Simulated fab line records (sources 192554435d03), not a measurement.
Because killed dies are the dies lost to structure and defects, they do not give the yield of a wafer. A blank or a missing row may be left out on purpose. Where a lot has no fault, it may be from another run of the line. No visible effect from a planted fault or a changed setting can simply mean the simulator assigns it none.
Chamber matching / flow n5_finfet / N5_BEOL_M4_ALD_84 on ald_metal-02: 4 sister chambers
The step deposits TaN, pulse time 2 s, purge time 3 s, co reactant purge time 2 s. 8 wafers are shown with their chamber, then 9 later ones without.

== WAFERS, EACH WITH ITS CHAMBER ==
wafer=L082.2; chamber=2; heater_power_outer_w (W)=224; heater_power_w (W)=382
wafer=L087.6; chamber=0; heater_power_outer_w (W)=218; heater_power_w (W)=388
wafer=L089.1; chamber=3; heater_power_outer_w (W)=237; heater_power_w (W)=409
wafer=L089.3; chamber=1; heater_power_outer_w (W)=233; heater_power_w (W)=418
wafer=L089.5; chamber=2; heater_power_outer_w (W)=223; heater_power_w (W)=379
wafer=L092.1; chamber=0; heater_power_outer_w (W)=221; heater_power_w (W)=395
wafer=L092.2; chamber=3; heater_power_outer_w (W)=238; heater_power_w (W)=415
wafer=L092.6; chamber=1; heater_power_outer_w (W)=245; heater_power_w (W)=405

== WAFERS WHOSE CHAMBER IS MISSING ==
wafer=L094.1; heater_power_outer_w (W)=221; heater_power_w (W)=393
wafer=L094.5; heater_power_outer_w (W)=229; heater_power_w (W)=393
wafer=L094.6; heater_power_outer_w (W)=241; heater_power_w (W)=416
wafer=L095.2; heater_power_outer_w (W)=224; heater_power_w (W)=386
wafer=L095.3; heater_power_outer_w (W)=236; heater_power_w (W)=410
wafer=L095.5; heater_power_outer_w (W)=228; heater_power_w (W)=394
wafer=L097.2; heater_power_outer_w (W)=242; heater_power_w (W)=406
wafer=L097.3; heater_power_outer_w (W)=239; heater_power_w (W)=405
wafer=L097.6; heater_power_outer_w (W)=238; heater_power_w (W)=406

== WHICH CHAMBER EACH ONE RAN IN ==
wafer=L094.1; from the rows above=can't be placed: 0 or 2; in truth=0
wafer=L094.5; from the rows above=can't be placed: 0 or 2 or 3 or 1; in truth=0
wafer=L094.6; from the rows above=can't be placed: 1 or 3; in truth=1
wafer=L095.2; from the rows above=can't be placed: 2 or 0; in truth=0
wafer=L095.3; from the rows above=can't be placed: 3 or 1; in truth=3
wafer=L095.5; from the rows above=can't be placed: 0 or 2 or 3 or 1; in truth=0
wafer=L097.2; from the rows above=can't be placed: 1 or 3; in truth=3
wafer=L097.3; from the rows above=can't be placed: 1 or 3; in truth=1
wafer=L097.6; from the rows above=can't be placed: 1 or 3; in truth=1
Correct placement for 0 of the 9. Unplaceable from these rows: 9, with the true chamber sitting among the candidates in 9. Number placed wrongly: 0.
How it was worked out, from the rows above alone: a wafer's distance from a chamber is the root of the sum, over the readings, of the square of ((its reading less the chamber's mean) divided by the reading's scatter). The wafer belongs to the nearest chamber; if the next one is less than 2 further off, it can't be placed. The mean given for a chamber averages the wafers shown for that chamber. The scatter: take each reading less its chamber's mean, square it, sum over the shown wafers, divide by the number of wafers less the number of chambers, and take the root.
